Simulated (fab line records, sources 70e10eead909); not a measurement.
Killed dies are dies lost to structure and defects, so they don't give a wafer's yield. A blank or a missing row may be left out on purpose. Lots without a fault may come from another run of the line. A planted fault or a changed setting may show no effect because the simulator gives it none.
A struck lot beside a sound one | flow nand_harc | 14 steps out of a route of 1302
Sound: wafers L280.1, L280.5, L280.6. Struck: wafers L293.1, L293.3. (L293.4 of the same lot was not struck and is left out.) The cause comes at the end.
At each step with rows: each side's tool, then ch and its chambers, then its first start. Under that, the readings that differ: sound wafers | struck wafers | difference of the means | sigmas: that difference in standard deviations of wafers without a fault.
alike: readings whose means differ by less than 2 such deviations, and words and numbers that are the same on both sides. not compared: withheld readings, readings that some wafer has no value for, bounds like >300 that may hide the same value, and numbers for which the record gives no deviation and whose values overlap.
The two part at a step that has a row with sigmas, a row that says differs or no value, or rows on one side only. Numbers that don't overlap but have no deviation are shown without sigmas and don't part them. A reading that every wafer of one side lacks parts them only if that side has two wafers or more.

first, 8 steps without rows for these wafers: NHARC_A_BONDPAD_HMDS_02 (time 30 s); NHARC_A_BONDPAD_COAT_33 (time 65 s); NHARC_A_BONDPAD_COAT_03 (resist thk 600 nm); NHARC_A_BONDPAD_SOFTBAKE_04 (time 70 s); NHARC_A_BONDPAD_EBR_05; NHARC_A_BONDPAD_EXPOSE_06 (exposes mask A BPAD); NHARC_A_BONDPAD_PEB_07 (peb time 80 s); NHARC_A_BONDPAD_DEVELOP_08 (time 50 s).
NHARC_A_BONDPAD_CD_MEAS_09: target cd 500 nm.
  sound on cd_sem-02 ch 0, day 23 13:52; struck on cd_sem-03 ch 0, day 28 14:32
  alike: cd_nm
NHARC_A_BONDPAD_OVL_MEAS_35:
  sound on overlay-01, day 23 13:57; struck on overlay-01, day 28 14:37
  reading           | sound    | struck | difference | sigmas
  overlay_x_nm (nm) | -6 -6 -6 | 3 3    | +9         | +2
  alike: overlay_y_nm
then, 1 step without rows for these wafers: NHARC_A_BONDPAD_HARDBAKE_10 (time 65 s).
NHARC_A_BONDPAD_DESCUM_11: chemistry O2, time 3 s.
  sound on rie_diel-12 ch 2,3, day 23 14:05; struck on rie_diel-02 ch 0,1, day 28 14:45
  alike: drypump_motor_current_A, o2_flow_sccm, oes_product_au, rf_vpp_V, showerhead_plenum_p_Torr, throttle_valve_pct
  not compared: rf_hours_counter_h
NHARC_A_BONDPAD_ETCH_34: etches the open film in N2/H2, target depth 60 nm, overetch 18 nm, time 65.91 s.
  sound on rie_diel-12 ch 2,3, day 23 14:10; struck on rie_diel-02 ch 2,3, day 28 14:50
  reading               | sound             | struck      | difference | sigmas
  oes_product_au (a.u.) | 1.000 1.009 0.996 | 0.809 0.811 | -0.192     | -25
  alike: drypump_motor_current_A, n2_flow_sccm, rf_vpp_V, showerhead_plenum_p_Torr, throttle_valve_pct
  not compared: rf_hours_counter_h
NHARC_A_BONDPAD_ETCH_12: etches the open film in CHF3/O2, target depth 220 nm, time 110 s.
  sound on rie_diel-12 ch 0,2,3; struck on rie_diel-02 ch 1,2
  reading               | sound             | struck      | difference | sigmas
  oes_product_au (a.u.) | 0.983 0.964 0.976 | 0.924 0.939 | -0.043     | -2
  alike: drypump_motor_current_A, o2_flow_sccm, rf_vpp_V, showerhead_plenum_p_Torr, throttle_valve_pct
  not compared: rf_hours_counter_h

WHERE THEY PART
First at NHARC_A_BONDPAD_OVL_MEAS_35; last, within this record, at NHARC_A_BONDPAD_ETCH_12.

WHY: what the simulator had put in
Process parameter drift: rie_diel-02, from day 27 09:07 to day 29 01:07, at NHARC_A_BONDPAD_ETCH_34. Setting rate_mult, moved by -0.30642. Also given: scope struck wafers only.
